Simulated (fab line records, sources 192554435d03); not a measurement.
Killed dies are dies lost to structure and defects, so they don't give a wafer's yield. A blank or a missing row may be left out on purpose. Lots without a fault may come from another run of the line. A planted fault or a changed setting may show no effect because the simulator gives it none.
A struck lot beside a sound one | flow n5_finfet | 26 steps out of a route of 1938
Sound: wafers L642.1, L642.2, L642.3. Struck: wafers L651.2, L651.3, L651.6. The cause comes at the end.
At each step with rows: each side's tool, then ch and its chambers, then its first start. Under that, the readings that differ: sound wafers | struck wafers | difference of the means | sigmas: that difference in standard deviations of wafers without a fault.
alike: readings whose means differ by less than 2 such deviations, and words and numbers that are the same on both sides. not compared: withheld readings, readings that some wafer has no value for, bounds like >300 that may hide the same value, and numbers for which the record gives no deviation and whose values overlap.
The two part at a step that has a row with sigmas, a row that says differs or no value, or rows on one side only. Numbers that don't overlap but have no deviation are shown without sigmas and don't part them. A reading that every wafer of one side lacks parts them only if that side has two wafers or more.

N5_BEOL_M5_ETCH_72: etches underlayer in N2/H2, target depth 6.5 nm, time 5.2 s.
  sound on rie_diel-02 ch 0,2,3, day 11 16:39; struck on rie_diel-06 ch 1,2,3, day 13 17:42
  alike: drypump_motor_current_A, etch_rf_on_time_s, oes_product_au, rf_vpp_V, showerhead_plenum_p_Torr, throttle_valve_pct
  not compared: rf_hours_counter_h
then, 4 steps without rows for these wafers: N5_BEOL_M5_ETCH_61 (etches SiARC in CF4, target depth 15.6 nm, time 26 s); N5_BEOL_M5_ETCH_62 (etches SOC in N2/H2, target depth 75 nm, overetch 15 nm, time 112.5 s); N5_BEOL_M5_STRIP_63 (strips in N2/H2); N5_BEOL_M5_STRIP_73 (strips in N2/H2).
N5_BEOL_M5_STRIP_64: strips in CF4.
  sound on rie_diel-02 ch 0,2,3, day 11 16:50; struck on rie_diel-06 ch 1,2,3, day 13 17:53
  alike: bias_power_w, drypump_motor_current_A, oes_product_au, power_w, rf_vpp_V, showerhead_plenum_p_Torr, throttle_valve_pct
  not compared: rf_hours_counter_h
N5_BEOL_M5_HM_OPEN_17: chemistry Cl2/BCl3, target TiN, target depth 20 nm, overetch 6 nm.
  sound on rie_metal-01 ch 0,1, day 11 16:52; struck on rie_metal-01 ch 0,1, day 13 17:55
  alike: drypump_motor_current_A, oes_product_au, throttle_valve_pct
  not compared: rf_hours_counter_h
N5_BEOL_M5_STRIP_19: strips in O2.
  sound on rie_diel-05 ch 0,1,2, day 11 16:59; struck on rie_diel-06 ch 0,1,2, day 13 18:02
  alike: drypump_motor_current_A, oes_product_au, rf_vpp_V, showerhead_plenum_p_Torr, throttle_valve_pct
  not compared: rf_hours_counter_h
N5_BEOL_M5_CD_MEAS_18: pitch 56 nm, target cd 28 nm.
  sound on cd_sem-02, day 11 17:03; struck on cd_sem-02, day 13 18:06
  alike: cd_nm
then, 3 steps without rows for these wafers: N5_BEOL_M5_COAT_65 (time 60 s, resist thk 60 nm); N5_BEOL_M5_COAT_66 (time 60 s, resist thk 12 nm); N5_BEOL_M5_COAT_74 (time 60 s, resist thk 5 nm).
N5_BEOL_M5_COAT_22: resist thk 30 nm.
  sound on litho_track-05 ch 0, day 11 17:16; struck on litho_track-05 ch 0, day 13 19:28
  reading                                      | sound                | struck               | difference | sigmas
  spin_speed_rpm (rpm)                         | 1497.5 1499.1 1498.6 | 1414.2 1416.4 1415.7 | -83.0      | -75
  model.CAR-EUV_of_BEOL_M5_COAT_22.thk_nm (nm) | 30.2 30 30           | 30.8 30.8 31         | +0.8       |
  alike: resist_line_temp_C
then, 5 steps without rows for these wafers: N5_BEOL_M5_EBR_24; N5_BEOL_M5_SOFTBAKE_23 (time 60 s); N5_BEOL_M5_EXPOSE_25 (exposes mask V4, defocus 10 nm); N5_BEOL_M5_PEB_26 (peb time 60 s); N5_BEOL_M5_DEVELOP_27 (develop time 30 s).
N5_BEOL_M5_CD_MEAS_28: target cd 30.6 nm, target cd y 20 nm.
  sound on cd_sem-01 ch 0, day 11 17:39; struck on cd_sem-02 ch 0, day 13 19:52
  alike: cd_nm
N5_BEOL_M5_OVL_MEAS_29:
  sound on overlay-02 ch 0, day 11 17:41; struck on overlay-02 ch 0, day 13 19:54
  alike: V4_OVL
N5_BEOL_M5_INSPECT_30: inspects for defects (brightfield).
  sound on defect_inspect-01, day 11 17:44; struck on defect_inspect-02, day 13 19:58
  reading          | sound       | struck      | difference | sigmas
  raw_defect_count | 607 563 602 | 447 430 305 | -197       | -2
then, 1 step without rows for these wafers: N5_BEOL_M5_DESCUM_33 (chemistry O2, time 7 s).
N5_BEOL_M5_ETCH_75: etches underlayer in N2/H2, target depth 6.5 nm, time 5.2 s.
  sound on rie_diel-02 ch 0,1,3, day 11 17:49; struck on rie_diel-05 ch 0,1, day 13 20:01
  alike: drypump_motor_current_A, etch_rf_on_time_s, oes_product_au, rf_vpp_V, showerhead_plenum_p_Torr, throttle_valve_pct
  not compared: rf_hours_counter_h
N5_BEOL_M5_ETCH_67: etches SiARC in CF4, target depth 15.6 nm, time 26 s.
  sound on rie_diel-02 ch 0,1,3, day 11 17:50; struck on rie_diel-05 ch 0,1, day 13 20:02
  reading                                      | sound          | struck   | difference | sigmas
  model.CAR-EUV_of_BEOL_M5_COAT_22.thk_nm (nm) | 11.2 11.2 11.2 | 12 12 12 | +1         |
  alike: drypump_motor_current_A, etch_rf_on_time_s, oes_product_au, rf_vpp_V, showerhead_plenum_p_Torr, throttle_valve_pct
  not compared: rf_hours_counter_h
then, 1 step without rows for these wafers: N5_BEOL_M5_ETCH_68 (etches SOC in N2/H2, target depth 80 nm, overetch 16 nm, time 120 s).
-- the record jumps here: 5 days lie between the struck wafers' starts before and after (it left off in module BEOL_M5 and takes up again in module PASSIVATION, whose first step shown is number 1936 of the route) --
N5_PASSIVATION_PROBE_49:
  sound on prober-02, day 15 23:50; struck on prober-02, day 18 16:16
  alike: defect_limited_yield, killed_at_M0_to_M3, killed_at_M4_up, killed_at_contacts, killed_at_front_end, killed_at_other, killed_dies, killed_on_rim, killed_open, killed_short, sort_bin_5_function, sort_bin_6_memory, sort_n_pass, sort_yield_pct

WHERE THEY PART
First at N5_BEOL_M5_COAT_22; last, within this record, at N5_BEOL_M5_INSPECT_30. Later steps at which nothing parts them and some readings are alike: N5_BEOL_M5_ETCH_75, N5_BEOL_M5_ETCH_67, N5_PASSIVATION_PROBE_49.

WHY: what the simulator had put in
Process parameter drift: litho_track-05, from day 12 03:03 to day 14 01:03, at N5_BEOL_M5_COAT_22. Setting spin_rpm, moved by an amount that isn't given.
